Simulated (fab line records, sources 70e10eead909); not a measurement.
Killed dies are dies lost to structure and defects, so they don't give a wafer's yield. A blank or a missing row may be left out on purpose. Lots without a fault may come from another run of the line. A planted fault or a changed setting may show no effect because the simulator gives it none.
A struck lot beside a sound one | flow nand_harc | 44 steps out of a route of 1159
Sound: wafers L957.1, L957.2, L957.6. Struck: wafers L966.4, L966.5, L966.6. The cause comes at the end.
At each step with rows: each side's tool, then ch and its chambers, then its first start. Under that, the readings that differ: sound wafers | struck wafers | difference of the means | sigmas: that difference in standard deviations of wafers without a fault.
alike: readings whose means differ by less than 2 such deviations, and words and numbers that are the same on both sides. not compared: withheld readings, readings that some wafer has no value for, bounds like >300 that may hide the same value, and numbers for which the record gives no deviation and whose values overlap.
The two part at a step that has a row with sigmas, a row that says differs or no value, or rows on one side only. Numbers that don't overlap but have no deviation are shown without sigmas and don't part them. A reading that every wafer of one side lacks parts them only if that side has two wafers or more.

first, 9 steps without rows for these wafers: NHARC_P_ZERO_WELL_DEHYDRATE_03 (time 120 s); NHARC_P_ZERO_WELL_HMDS_04 (time 30 s); NHARC_P_ZERO_WELL_COAT_64 (time 65 s); NHARC_P_ZERO_WELL_COAT_05 (resist thk 600 nm); NHARC_P_ZERO_WELL_SOFTBAKE_06 (time 70 s); NHARC_P_ZERO_WELL_EBR_07; NHARC_P_ZERO_WELL_EXPOSE_08 (exposes mask P ZERO, target cd 500 nm); NHARC_P_ZERO_WELL_PEB_09 (peb time 80 s); NHARC_P_ZERO_WELL_DEVELOP_10 (time 50 s).
NHARC_P_ZERO_WELL_CD_MEAS_11: target cd 500 nm.
  sound on cd_sem-01 ch 0, day 4 01:15; struck on cd_sem-01 ch 0, day 6 07:07
  alike: cd_nm
then, 1 step without rows for these wafers: NHARC_P_ZERO_WELL_HARDBAKE_12 (time 65 s).
NHARC_P_ZERO_WELL_DESCUM_13: chemistry O2, time 3 s.
  sound on rie_diel-07 ch 2,3, day 4 01:25; struck on rie_diel-11 ch 0,2,3, day 6 07:18
  alike: drypump_motor_current_A, o2_flow_sccm, oes_product_au, rf_vpp_V, showerhead_plenum_p_Torr, throttle_valve_pct
  not compared: rf_hours_counter_h
NHARC_P_ZERO_WELL_ETCH_65: etches the open film in N2/H2, target depth 80 nm, overetch 24 nm, time 87.88 s.
  sound on rie_diel-07 ch 0,3, day 4 01:29; struck on rie_diel-11 ch 1,2, day 6 07:22
  alike: drypump_motor_current_A, oes_product_au, rf_vpp_V, showerhead_plenum_p_Torr, throttle_valve_pct
  not compared: rf_hours_counter_h
NHARC_P_ZERO_WELL_ETCH_62: etches the open film in CHF3/Ar, target depth 13 nm, time 6.5 s.
  sound on rie_diel-07 ch 1,2,3; struck on rie_diel-11 ch 0,3
  alike: chf3_flow_sccm, drypump_motor_current_A, oes_product_au, rf_vpp_V, showerhead_plenum_p_Torr, throttle_valve_pct
  not compared: rf_hours_counter_h
NHARC_P_ZERO_WELL_ETCH_63: etches the open film in HBr/Cl2, target depth 120 nm, time 40.1 s.
  sound on rie_si-03 ch 1,2,3, day 4 01:41; struck on rie_si-02 ch 0,2,3, day 6 07:34
  reading                     | sound       | struck      | difference | sigmas
  drypump_motor_current_A (A) | 6.0 5.8 6.2 | 4.9 5.2 5.0 | -1.0       | -2
  alike: oes_product_au, throttle_valve_pct
  not compared: rf_hours_counter_h
then, 9 steps without rows for these wafers: NHARC_P_ZERO_WELL_STRIP_15 (strips in SPM, time 900 s); NHARC_P_ZERO_WELL_DEHYDRATE_16 (time 120 s); NHARC_P_ZERO_WELL_HMDS_17 (time 30 s); NHARC_P_ZERO_WELL_COAT_18; NHARC_P_ZERO_WELL_SOFTBAKE_19 (time 95 s); NHARC_P_ZERO_WELL_EBR_20; NHARC_P_ZERO_WELL_EXPOSE_21 (exposes mask P NWELL, target cd 720 nm); NHARC_P_ZERO_WELL_PEB_22 (peb time 85 s); NHARC_P_ZERO_WELL_DEVELOP_23 (time 70 s).
NHARC_P_ZERO_WELL_CD_MEAS_24: target cd 720 nm.
  sound on cd_sem-03 ch 0, day 4 02:35; struck on cd_sem-02 ch 0, day 6 08:20
  alike: cd_nm
then, 1 step without rows for these wafers: NHARC_P_ZERO_WELL_HARDBAKE_25 (time 80 s).
NHARC_P_ZERO_WELL_DESCUM_26: chemistry O2, time 3 s.
  sound on rie_diel-08 ch 1,2, day 4 02:45; struck on rie_diel-11 ch 0,1,3, day 6 08:32
  reading             | sound             | struck            | difference | sigmas
  o2_flow_sccm (sccm) | 198.9 199.7 198.4 | 200.2 200.8 200.3 | +1.4       | +2
  alike: drypump_motor_current_A, oes_product_au, rf_vpp_V, showerhead_plenum_p_Torr, throttle_valve_pct
  not compared: rf_hours_counter_h
then, 12 steps without rows for these wafers: NHARC_P_ZERO_WELL_IMPLANT_27; NHARC_P_ZERO_WELL_IMPLANT_57; NHARC_P_ZERO_WELL_IMPLANT_58; NHARC_P_ZERO_WELL_STRIP_28 (strips in SPM, time 840 s); NHARC_P_ZERO_WELL_DEHYDRATE_29 (time 120 s); NHARC_P_ZERO_WELL_HMDS_30 (time 30 s); NHARC_P_ZERO_WELL_COAT_31; NHARC_P_ZERO_WELL_SOFTBAKE_32 (time 95 s); NHARC_P_ZERO_WELL_EBR_33; NHARC_P_ZERO_WELL_EXPOSE_34 (exposes mask P PWELL, target cd 720 nm); NHARC_P_ZERO_WELL_PEB_35 (peb time 85 s); NHARC_P_ZERO_WELL_DEVELOP_36 (time 70 s).
NHARC_P_ZERO_WELL_CD_MEAS_37: target cd 720 nm.
  sound on cd_sem-03 ch 0, day 4 04:35; struck on cd_sem-02 ch 0, day 6 09:51
  alike: cd_nm
then, 1 step without rows for these wafers: NHARC_P_ZERO_WELL_HARDBAKE_38 (time 80 s).
NHARC_P_ZERO_WELL_DESCUM_39: chemistry O2, time 3 s.
  sound on rie_diel-11 ch 2,3, day 4 04:45; struck on rie_diel-11 ch 1,2,3, day 6 10:02
  alike: drypump_motor_current_A, o2_flow_sccm, oes_product_au, rf_vpp_V, showerhead_plenum_p_Torr, throttle_valve_pct
  not compared: rf_hours_counter_h
NHARC_P_ZERO_WELL_INSPECT_43:
  sound on defect_inspect-01, day 4 07:55; struck on defect_inspect-01, day 6 13:10
  reading          | sound    | struck      | difference | sigmas
  raw_defect_count | 17 17 11 | 494 477 507 | +478       | +76
-- the record jumps here: 18 days lie between the struck wafers' starts before and after (it left off in module P_ZERO_WELL and takes up again in module END, whose first step shown is number 1159 of the route) --
NHARC_END_SORT_01:
  the record has rows for the struck wafers here (prober-01 ch 0, day 24 01:10) and none for the sound ones

WHERE THEY PART
First at NHARC_P_ZERO_WELL_ETCH_63; last, within this record, at NHARC_END_SORT_01.

WHY: what the simulator had put in
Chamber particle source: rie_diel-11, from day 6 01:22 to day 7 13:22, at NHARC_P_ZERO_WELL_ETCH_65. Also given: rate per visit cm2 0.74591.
